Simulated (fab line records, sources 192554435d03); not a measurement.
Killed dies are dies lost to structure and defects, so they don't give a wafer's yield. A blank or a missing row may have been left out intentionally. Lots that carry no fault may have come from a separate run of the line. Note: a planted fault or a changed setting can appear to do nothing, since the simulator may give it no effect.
Matching of chambers + flow n5_finfet + N5_BEOL_M5_DESCUM_16 on rie_diel-01 has 4 sister chambers
The step chemistry O2, time 7 s. 18 wafers are shown with their chamber, then 9 later ones without.

## WAFERS, EACH WITH ITS CHAMBER
| wafer  | chamber | showerhead_plenum_p_Torr (Torr) | throttle_valve_pct (%) | oes_product_au (a.u.) |
|--------|---------|---------------------------------|------------------------|-----------------------|
| L075.2 | 3       | 2.09                            | 20.29                  | 0.79                  |
| L075.3 | 2       | 2.04                            | 20.60                  | 0.80                  |
| L075.4 | 3       | 2.09                            | 20.28                  | 0.78                  |
| L081.1 | 2       | 2.03                            | 20.60                  | 0.79                  |
| L081.3 | 3       | 2.09                            | 20.32                  | 0.78                  |
| L081.6 | 2       | 2.03                            | 20.63                  | 0.79                  |
| L086.3 | 1       | 2.02                            | 20.11                  | 0.82                  |
| L086.5 | 3       | 2.08                            | 20.32                  | 0.76                  |
| L086.6 | 1       | 2.02                            | 20.13                  | 0.81                  |
| L091.2 | 3       | 2.08                            | 20.31                  | 0.75                  |
| L091.3 | 0       | 2.16                            | 20.45                  | 0.72                  |
| L091.6 | 3       | 2.08                            | 20.34                  | 0.76                  |
| L092.1 | 0       | 2.16                            | 20.47                  | 0.71                  |
| L092.2 | 3       | 2.08                            | 20.35                  | 0.75                  |
| L092.5 | 1       | 2.01                            | 20.11                  | 0.80                  |
| L093.1 | 0       | 2.16                            | 20.47                  | 0.71                  |
| L093.2 | 2       | 2.02                            | 20.66                  | 0.77                  |
| L093.5 | 1       | 2.01                            | 20.11                  | 0.81                  |

SIGNATURES, as means of the wafers listed above
| reading                  | chamber 0 | chamber 1 | chamber 2 | chamber 3 | scatter within a chamber |
|--------------------------|-----------|-----------|-----------|-----------|--------------------------|
| showerhead_plenum_p_Torr | 2.1600    | 2.0150    | 2.0300    | 2.0843    | 0.0058                   |
| throttle_valve_pct       | 20.4633   | 20.1150   | 20.6225   | 20.3157   | 0.0221                   |
| oes_product_au           | 0.7133    | 0.8100    | 0.7875    | 0.7671    | 0.0128                   |
Rule: distance of a wafer from a chamber = root of the sum over the readings of ((wafer's reading minus chamber's mean) / reading's scatter) squared. The wafer belongs to the nearest chamber; if the next one is less than 2 further off, it can't be placed. The scatter is the square root of a quotient: the sum, over the shown wafers, of each reading's squared deviation from its chamber's mean, divided by wafers minus chambers.

## WAFERS WITHOUT THEIR CHAMBER
| wafer  | showerhead_plenum_p_Torr (Torr) | throttle_valve_pct (%) | oes_product_au (a.u.) |
|--------|---------------------------------|------------------------|-----------------------|
| L094.1 | 2.16                            | 20.48                  | 0.71                  |
| L094.2 | 2.01                            | 20.11                  | 0.80                  |
| L094.4 | 2.02                            | 20.64                  | 0.77                  |
| L095.1 | 2.08                            | 20.33                  | 0.75                  |
| L095.3 | 2.01                            | 20.13                  | 0.80                  |
| L095.6 | 2.02                            | 20.66                  | 0.76                  |
| L096.2 | 2.08                            | 20.35                  | 0.74                  |
| L096.5 | 2.02                            | 20.66                  | 0.75                  |
| L096.6 | 2.08                            | 20.34                  | 0.73                  |

## EACH ONE'S CHAMBER
| wafer  | from the rows above | in truth |
|--------|---------------------|----------|
| L094.1 | 0                   | 0        |
| L094.2 | 1                   | 1        |
| L094.4 | 2                   | 2        |
| L095.1 | 3                   | 3        |
| L095.3 | 1                   | 1        |
| L095.6 | 2                   | 2        |
| L096.2 | 3                   | 3        |
| L096.5 | 2                   | 2        |
| L096.6 | 3                   | 3        |
Correct placement for 9 of the 9. Left unplaced by these rows: 0. Number placed wrongly: 0.
